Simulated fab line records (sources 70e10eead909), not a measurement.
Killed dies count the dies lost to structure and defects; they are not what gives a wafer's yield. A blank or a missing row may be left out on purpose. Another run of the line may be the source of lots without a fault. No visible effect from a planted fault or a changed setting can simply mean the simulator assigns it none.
Chamber matching | flow nand harc | NHARC_A_CHANNEL_FILL_D2_ALD_16 on ald hk-01: 4 sister chambers
The step deposits SiO2, target thk 1.5 nm, pulse time 10 s, ald cycles 15. 8 wafers are shown with their chamber, then 9 later ones without.

== EACH WAFER AND ITS CHAMBER ==
wafer  | chamber | heater power w (W) | precursor pulse height rel
L075.4 | 3       | 464                | 0.982
L075.5 | 3       | 448                | 0.998
L082.1 | 1       | 571                | 0.953
L082.2 | 0       | 447                | 1.023
L082.4 | 2       | 438                | 1.034
L083.2 | 2       | 434                | 0.991
L083.3 | 1       | 579                | 0.990
L083.4 | 0       | 449                | 1.002

== WAFERS WHOSE CHAMBER IS MISSING ==
wafer  | heater power w (W) | precursor pulse height rel
L085.2 | 433                | 0.994
L085.3 | 456                | 1.009
L085.6 | 437                | 0.974
L088.1 | 582                | 0.990
L088.4 | 435                | 0.977
L088.5 | 449                | 0.988
L097.2 | 458                | 0.993
L097.3 | 435                | 1.013
L097.5 | 449                | 1.016

== CHAMBER TAKEN BY EACH ==
wafer  | from the rows above          | in truth
L085.2 | can't be placed: 2 or 0      | 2
L085.3 | can't be placed: 3 or 0      | 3
L085.6 | can't be placed: 2 or 0 or 3 | 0
L088.1 | 1                            | 1
L088.4 | can't be placed: 2 or 0 or 3 | 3
L088.5 | can't be placed: 3 or 0 or 2 | 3
L097.2 | can't be placed: 3 or 0      | 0
L097.3 | can't be placed: 2 or 0      | 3
L097.5 | can't be placed: 0 or 3 or 2 | 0
Correct placement for 1 of the 9. From these rows, 8 cannot be placed; in 7 the true chamber is one of the candidates. 0 placed wrongly.
How it was worked out, from the rows above alone: a wafer's distance from a chamber is the root of the sum, over the readings, of the square of ((its reading less the chamber's mean) divided by the reading's scatter). If the next closest chamber is less than 2 further off than the closest, the wafer can't be placed; otherwise it belongs to the closest. Each chamber's mean is taken over the wafers shown for it. The scatter is the square root of a quotient: the sum, over the shown wafers, of each reading's squared deviation from its chamber's mean, divided by wafers minus chambers.
